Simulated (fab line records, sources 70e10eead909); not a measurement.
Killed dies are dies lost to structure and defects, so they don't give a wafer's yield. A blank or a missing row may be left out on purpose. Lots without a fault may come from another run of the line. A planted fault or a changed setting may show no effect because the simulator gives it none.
Which tool did it? | flow nand_harc | 13 lots, 39 wafers sampled, at 5 steps of a route of 1159

WHAT THE GAUGES READ, wafer by wafer
NHARC_END_SORT_01. Usual: killed_at_array 27, standard deviation 10; killed_at_other 0.6, standard deviation 0.96; killed_at_periphery 3.4, standard deviation 2.7; killed_dies 31, standard deviation 10; killed_open 2.9, standard deviation 1.8; killed_short 1.8, standard deviation 1.4.
lot  | measured     | on        | killed_at_array | killed_at_other | killed_at_periphery | killed_dies | killed_open | killed_short | flag
L433 | day 20 02:46 | prober-02 | 22 30 22        | 2 1 1           | 0 5 4               | 24 36 27    | 2 3 2       | 4 0 2        |
L435 | day 19 18:20 | prober-01 | 31 25 33        | 0 1 0           | 4 3 1               | 35 29 34    | 1 1 4       | 3 2 4        |
L436 | day 20 09:41 | prober-02 | 15 21 25        | 2 0 3           | 1 2 1               | 18 23 29    | 1 4 3       | 0 1 2        |
L438 | day 20 16:58 | prober-01 | 32 34 47        | 0 0 0           | 2 1 4               | 34 35 51    | 2 1 3       | 3 0 1        |
L440 | day 21 12:47 | prober-01 | 12 14 17        | 1 0 1           | 8 12 12             | 21 26 30    | 1 1 3       | 2 5 1        |
L439 | day 21 21:16 | prober-01 | 35 35 35        | 0 0 0           | 2 7 9               | 37 42 44    | 1 5 7       | 1 2 0        |
L443 | day 22 13:23 | prober-02 | 43 26 38        | 0 0 0           | 1 2 0               | 44 28 38    | 0 3 3       | 6 1 1        |
L446 | day 23 03:23 | prober-01 | 35 26 18        | 2 0 1           | 2 4 3               | 39 30 22    | 3 5 3       | 1 1 1        |
L450 | day 24 14:00 | prober-01 | 577 27 29       | 0 0 0           | 1 1 0               | 578 28 29   | 4 1 1       | 2 4 1        | OFF
L451 | day 24 20:59 | prober-02 | 35 28 37        | 0 0 1           | 4 0 2               | 39 28 40    | 4 1 1       | 2 0 4        |
L453 | day 25 00:27 | prober-01 | 33 47 39        | 0 0 1           | 4 2 7               | 37 49 47    | 3 2 3       | 2 1 2        |
L454 | day 25 03:55 | prober-02 | 30 30 35        | 0 1 1           | 6 6 4               | 36 37 40    | 3 5 3       | 2 1 0        |
L455 | day 25 17:16 | prober-02 | 36 20 29        | 1 4 2           | 8 10 8              | 45 34 39    | 3 3 3       | 3 1 2        |

WHICH TOOL RAN EACH LOT (tool, then ch and the chambers of the sampled wafers, then the start)
lot  | NHARC_A_STAIRCASE_ETCH_13                     | NHARC_A_STAIRCASE_TRIM_18          | NHARC_A_STAIRCASE_ETCH_19                     | NHARC_A_STAIRCASE_ETCH_25
L433 | rie_diel-08 ch 1,2, day 11 01:19 or earlier   | rie_diel-08 ch 1,2,3, day 11 01:19 | rie_diel-08 ch 1,2, day 20 02:46 or earlier   | rie_diel-08 ch 0,1, day 20 02:46 or earlier
L435 | rie_diel-01 ch 0,1,2, day 11 04:38 or earlier | rie_diel-01 ch 0,1,3, day 11 04:38 | rie_diel-01 ch 0,1,2, day 19 18:20 or earlier | rie_diel-01 ch 0,2,3, day 19 18:20 or earlier
L436 | rie_diel-08 ch 1,2, day 11 14:23 or earlier   | rie_diel-08 ch 1,2, day 11 14:23   | rie_diel-08 ch 1,2, day 20 09:41 or earlier   | rie_diel-08 ch 0,1,3, day 20 09:41 or earlier
L438 | rie_diel-08 ch 0,1,2, day 12 14:11 or earlier | rie_diel-08 ch 0,1,2, day 12 14:11 | rie_diel-08 ch 0,1,3, day 20 16:58 or earlier | rie_diel-08 ch 1,2,3, day 20 16:58 or earlier
L440 | rie_diel-03 ch 0,2, day 12 23:10 or earlier   | rie_diel-03 ch 1,3, day 12 23:10   | rie_diel-03 ch 0,1, day 21 12:47 or earlier   | rie_diel-01 ch 1,2,3, day 21 12:47 or earlier
L439 | rie_diel-03 ch 1,3, day 12 23:29 or earlier   | rie_diel-03 ch 0,1, day 12 23:29   | rie_diel-03 ch 2,3, day 21 21:16 or earlier   | rie_diel-08 ch 0,1, day 21 21:16 or earlier
L443 | rie_diel-08 ch 0,1,3, day 14 00:19 or earlier | rie_diel-08 ch 0,1,3, day 14 00:19 | rie_diel-08 ch 0,1,2, day 22 13:23 or earlier | rie_diel-03 ch 0,1,3, day 22 13:23 or earlier
L446 | rie_diel-03 ch 0,2,3, day 14 11:21 or earlier | rie_diel-03 ch 0,1, day 14 11:21   | rie_diel-03 ch 0,3, day 23 03:23 or earlier   | rie_diel-08 ch 0,1,3, day 23 03:23 or earlier
L450 | rie_diel-08 ch 0,3, day 15 11:05 or earlier   | rie_diel-08 ch 0,1,2, day 15 11:05 | rie_diel-08 ch 2,3, day 24 14:00 or earlier   | rie_diel-01 ch 2,3, day 24 14:00 or earlier
L451 | rie_diel-03 ch 0,2,3, day 15 16:16 or earlier | rie_diel-03 ch 0,2,3, day 15 16:16 | rie_diel-03 ch 0,1, day 24 20:59 or earlier   | rie_diel-08 ch 1,2,3, day 24 20:59 or earlier
L453 | rie_diel-01 ch 0,2,3, day 15 21:05 or earlier | rie_diel-01 ch 0,2, day 15 21:05   | rie_diel-01 ch 0,1,3, day 25 00:27 or earlier | rie_diel-01 ch 2,3, day 25 00:27 or earlier
L454 | rie_diel-01 ch 0,1,3, day 15 21:29 or earlier | rie_diel-01 ch 0,1,2, day 15 21:29 | rie_diel-01 ch 0,1,2, day 25 03:55 or earlier | rie_diel-01 ch 1,2,3, day 25 03:55 or earlier
L455 | rie_diel-01 ch 0,1,3, day 16 21:59 or earlier | rie_diel-01 ch 0,2,3, day 16 21:59 | rie_diel-01 ch 1,3, day 25 17:16 or earlier   | rie_diel-01 ch 1,2, day 25 17:16 or earlier
- NHARC_A_STAIRCASE_ETCH_13: etches the open film in C4F8/O2, target depth 100 nm, time 40.5 s.
- NHARC_A_STAIRCASE_TRIM_18: chemistry O2, time 211.2 s.
- NHARC_A_STAIRCASE_ETCH_19: etches the open film in C4F8/O2, target depth 100 nm, time 40.5 s.
- NHARC_A_STAIRCASE_ETCH_25: etches the open film in C4F8/O2, target depth 100 nm, time 40.5 s.

WHAT THE TOOLS THEMSELVES READ (means of the sampled wafers that have a number; where no wafer has one, the mark that the record gives instead)
NHARC_A_STAIRCASE_ETCH_13. Usual: oes_product_au 0.942 a.u., standard deviation 0.018; rf_vpp_V 897 V, standard deviation 4.8.
lot  | tool        | oes_product_au (a.u.) | rf_vpp_V (V) | flag
L433 | rie_diel-08 | 0.933                 | 895          |
L435 | rie_diel-01 | 0.939                 | 897          |
L436 | rie_diel-08 | 0.958                 | 896          |
L438 | rie_diel-08 | 0.925                 | 896          |
L440 | rie_diel-03 | 0.960                 | 898          |
L439 | rie_diel-03 | 0.927                 | 893          |
L443 | rie_diel-08 | 0.946                 | 893          |
L446 | rie_diel-03 | 0.936                 | 897          |
L450 | rie_diel-08 | 0.975                 | 891          |
L451 | rie_diel-03 | 0.936                 | 896          |
L453 | rie_diel-01 | 0.937                 | 904          |
L454 | rie_diel-01 | 0.919                 | 904          |
L455 | rie_diel-01 | 0.941                 | 904          |

NHARC_A_STAIRCASE_TRIM_18. Usual: drypump_motor_current_A 5.9 A, standard deviation 0.43; oes_product_au 1.004 a.u., standard deviation 0.016; rf_vpp_V 57.8 V, standard deviation 0.92; showerhead_plenum_p_Torr 3.54 Torr, standard deviation 0.13; throttle_valve_pct 17.038 %, standard deviation 0.0087.
lot  | tool        | drypump_motor_current_A (A) | oes_product_au (a.u.) | rf_vpp_V (V) | showerhead_plenum_p_Torr (Torr) | throttle_valve_pct (%) | flag
L433 | rie_diel-08 | 6.3                         | 1.017                 | 58.5         | 3.47                            | 17.037                 |
L435 | rie_diel-01 | 5.4                         | 0.985                 | 57.3         | 3.59                            | 17.045                 |
L436 | rie_diel-08 | 6.2                         | 1.008                 | 57.5         | 3.54                            | 17.034                 |
L438 | rie_diel-08 | 6.1                         | 1.006                 | 57.3         | 3.52                            | 17.040                 |
L440 | rie_diel-03 | 5.6                         | 0.997                 | 57.4         | 3.47                            | 17.034                 |
L439 | rie_diel-03 | 5.7                         | 1.004                 | 58.1         | 3.54                            | 17.038                 |
L443 | rie_diel-08 | 6.2                         | 1.022                 | 57.9         | 3.44                            | 17.036                 |
L446 | rie_diel-03 | 5.7                         | 0.999                 | 58.7         | 3.54                            | 17.045                 |
L450 | rie_diel-08 | 6.2                         | 1.098                 | 57.8         | 3.50                            | 17.038                 | OFF
L451 | rie_diel-03 | 5.6                         | 0.997                 | 57.9         | 3.56                            | 17.043                 |
L453 | rie_diel-01 | 6.0                         | 0.985                 | 57.9         | 3.77                            | 17.039                 |
L454 | rie_diel-01 | 5.8                         | 0.986                 | 59.1         | 3.76                            | 17.027                 |
L455 | rie_diel-01 | 5.7                         | 0.984                 | 57.7         | 3.72                            | 17.035                 |

NHARC_A_STAIRCASE_ETCH_19. Usual: oes_product_au 0.946 a.u., standard deviation 0.016; rf_vpp_V 896 V, standard deviation 5.
lot  | tool        | oes_product_au (a.u.) | rf_vpp_V (V) | flag
L433 | rie_diel-08 | 0.947                 | 896          |
L435 | rie_diel-01 | 0.936                 | 899          |
L436 | rie_diel-08 | 0.944                 | 897          |
L438 | rie_diel-08 | 0.969                 | 892          |
L440 | rie_diel-03 | 0.940                 | 894          |
L439 | rie_diel-03 | 0.937                 | 897          |
L443 | rie_diel-08 | 0.951                 | 895          |
L446 | rie_diel-03 | 0.945                 | 897          |
L450 | rie_diel-08 | 0.961                 | 895          |
L451 | rie_diel-03 | 0.950                 | 894          |
L453 | rie_diel-01 | 0.927                 | 905          |
L454 | rie_diel-01 | 0.923                 | 904          |
L455 | rie_diel-01 | 0.929                 | 903          |

NHARC_A_STAIRCASE_ETCH_25. Usual: oes_product_au 0.945 a.u., standard deviation 0.017; rf_vpp_V 897 V, standard deviation 5.4.
lot  | tool        | oes_product_au (a.u.) | rf_vpp_V (V) | flag
L433 | rie_diel-08 | 0.940                 | 892          |
L435 | rie_diel-01 | 0.938                 | 897          |
L436 | rie_diel-08 | 0.959                 | 893          |
L438 | rie_diel-08 | 0.952                 | 893          |
L440 | rie_diel-01 | 0.935                 | 903          |
L439 | rie_diel-08 | 0.967                 | 893          |
L443 | rie_diel-03 | 0.936                 | 895          |
L446 | rie_diel-08 | 0.958                 | 894          |
L450 | rie_diel-01 | 0.931                 | 902          |
L451 | rie_diel-08 | 0.962                 | 892          |
L453 | rie_diel-01 | 0.916                 | 902          |
L454 | rie_diel-01 | 0.930                 | 903          |
L455 | rie_diel-01 | 0.926                 | 903          |

THE ANSWER, worked out from the rows above alone
Rule: a lot is off if the mean of its wafers that have a number lies more than 3 standard deviations from the usual mean. A lot without any number at a reading at which 4 lots or more have one is off too. The other lots that the step has rows for count as sound. The gauges are gone through in route order, then the tools' own readings, and for those a lot's mean is taken as printed above. The first step at which some lot is off is used, and at that step the reading that is off furthest; a lot without a number counts as furthest.
Off: L450, at NHARC_END_SORT_01 (killed_at_array).
A tool fits if, at a process step before that reading, it ran every lot that is off, and no sound lot after the first of them. The gauges at NHARC_END_SORT_01 aren't tried: what is off there is off at NHARC_A_STAIRCASE_TRIM_18 too, on other tools, and a gauge's error can't cause that. NHARC_A_STAIRCASE_ETCH_13 gives no start for some lots, so the hours and the order of its lots are those of NHARC_A_STAIRCASE_TRIM_18. NHARC_A_STAIRCASE_ETCH_19 gives no start for some lots, so the hours and the order of its lots are those of NHARC_END_SORT_01. NHARC_A_STAIRCASE_ETCH_25 gives no start for some lots, so the hours and the order of its lots are those of NHARC_END_SORT_01. One fits: rie_diel-08 at NHARC_A_STAIRCASE_ETCH_13 and NHARC_A_STAIRCASE_TRIM_18 and NHARC_A_STAIRCASE_ETCH_19. At NHARC_A_STAIRCASE_ETCH_13 its last sound lot is L443 (day 14 00:19), its first lot that is off L450 (day 15 11:05): a fault that began between those two fits.

WHAT THE SIMULATOR HAD PUT IN
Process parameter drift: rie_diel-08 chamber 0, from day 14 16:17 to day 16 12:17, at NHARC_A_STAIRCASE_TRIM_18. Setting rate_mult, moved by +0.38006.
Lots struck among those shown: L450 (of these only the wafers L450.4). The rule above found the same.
